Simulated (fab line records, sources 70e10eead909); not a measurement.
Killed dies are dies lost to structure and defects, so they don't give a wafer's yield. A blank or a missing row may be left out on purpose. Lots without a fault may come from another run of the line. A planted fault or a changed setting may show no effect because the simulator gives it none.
Which tool did it? | flow nand_harc | 6 lots, 16 wafers sampled, at 3 steps of a route of 1159

WHAT THE GAUGES READ, wafer by wafer
NHARC_P_M0_CD_MEAS_09: target cd 90 nm.
lot  | measured     | on        | cd_nm (nm)
L673 | day 6 11:02  | cd_sem-02 | 90.4 90.2 89.7
L675 | day 6 15:59  | cd_sem-03 | 89.7 90.6 90.5
L682 | day 8 06:05  | cd_sem-02 | 89.4 89.9 90.1
L685 | day 9 01:29  | cd_sem-02 | 67.7 67.5
L688 | day 10 02:39 | cd_sem-03 | 90.4 90.3 90.1
L694 | day 11 07:13 | cd_sem-02 | 90.0 89.1 90.3

WHICH TOOL RAN EACH LOT (tool, then ch and the chambers of the sampled wafers, then the start)
lot  | NHARC_P_CONTACT_ALD_22             | NHARC_P_M0_EXPOSE_06
L673 | ald_metal-04 ch 0,1,3, day 6 04:47 | arfi_scanner-01 ch 0, day 6 10:53
L675 | ald_metal-01 ch 0,1,2, day 6 13:34 | arfi_scanner-01 ch 0, day 6 15:51
L682 | ald_metal-01 ch 0,1,2, day 8 03:56 | arfi_scanner-03 ch 0, day 8 05:56
L685 | ald_metal-04 ch 1, day 8 23:13     | arfi_scanner-03 ch 0, day 9 01:22
L688 | ald_metal-02 ch 0,3, day 9 18:27   | arfi_scanner-02 ch 0, day 10 02:31
L694 | ald_metal-01 ch 0,1, day 11 03:49  | arfi_scanner-01 ch 0, day 11 07:05
- NHARC_P_CONTACT_ALD_22: deposits TiN, target thk 3 nm, pulse time 1 s, ald cycles 150.
- NHARC_P_M0_EXPOSE_06: exposes mask P M0, target cd 90 nm.

THE ANSWER, worked out from the rows above alone
Rule: what is usual is taken from the lots themselves. Put in order of their means at a reading, lots are off if they are a third of the lots or fewer, leave a main group of 4 or more, and stand apart from it by a gap of 3 or more times the standard deviation of the main group's means; of several such gaps the widest counts. A main group whose means are all the same, to the digits that the tables above print for the reading, isn't used. A lot without any number at a reading at which 4 lots or more have one is off too. The other lots that the step has rows for count as sound.
Off: L685, at NHARC_P_M0_CD_MEAS_09 (cd_nm). The main group: mean 90.0 nm, standard deviation 0.21.
A tool fits if, at a process step before that reading, it ran every lot that is off, and no sound lot after the first of them. The gauges at NHARC_P_M0_CD_MEAS_09 are tried like those tools. Can't be told from this: 2 tools fit, ald_metal-04 at NHARC_P_CONTACT_ALD_22, arfi_scanner-03 at NHARC_P_M0_EXPOSE_06.

WHAT THE SIMULATOR HAD PUT IN
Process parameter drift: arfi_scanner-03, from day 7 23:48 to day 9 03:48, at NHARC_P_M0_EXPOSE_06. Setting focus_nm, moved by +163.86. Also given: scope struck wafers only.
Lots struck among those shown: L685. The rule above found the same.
